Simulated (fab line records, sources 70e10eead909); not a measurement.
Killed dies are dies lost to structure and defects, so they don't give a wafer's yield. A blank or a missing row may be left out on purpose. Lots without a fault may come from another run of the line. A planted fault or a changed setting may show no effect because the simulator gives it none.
Chamber matching | flow nand_harc | NHARC_A_DECK1_JOINT_CMP_13 on cmp-04: 4 sister chambers
The step polishes, target thk 51.023 nm. 4 wafers are shown with their chamber, then 8 later ones without.

WAFERS WITH THEIR CHAMBER
wafer  | chamber | motor_current_A (A)
L079.6 | 2       | 11.9
L084.3 | 0       | 13.7
L090.1 | 3       | 11.3
L091.1 | 1       | 11.1

WAFERS WITHOUT THEIR CHAMBER
wafer  | motor_current_A (A)
L091.4 | 11.3
L091.5 | 12.4
L093.2 | 11.2
L093.3 | 11.7
L093.6 | 11.0
L095.2 | 11.8
L095.3 | 13.1
L095.6 | 11.7

WHICH CHAMBER EACH WENT THROUGH
wafer  | from the rows above          | in truth
L091.4 | can't be placed: 3 or 1 or 2 | 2
L091.5 | can't be placed: 2 or 3      | 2
L093.2 | can't be placed: 1 or 3      | 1
L093.3 | can't be placed: 2 or 3 or 1 | 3
L093.6 | can't be placed: 1 or 3      | 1
L095.2 | can't be placed: 2 or 3      | 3
L095.3 | can't be placed: 0 or 2      | 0
L095.6 | can't be placed: 2 or 3 or 1 | 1
Placed correctly: 0 of 8. Can't be placed from these rows: 8 (the true chamber is among the candidates in 8). Placed wrongly: 0.
How it was worked out, from the rows above alone: a wafer's distance from a chamber is the root of the sum, over the readings, of the square of ((its reading less the chamber's mean) divided by the reading's scatter). The wafer belongs to the nearest chamber; if the next one is less than 2 further off, it can't be placed. A chamber's mean is the mean of its shown wafers. The scatter: with one shown wafer a chamber, the root of the mean of the squares of how far each hidden wafer lies from its nearest shown one.
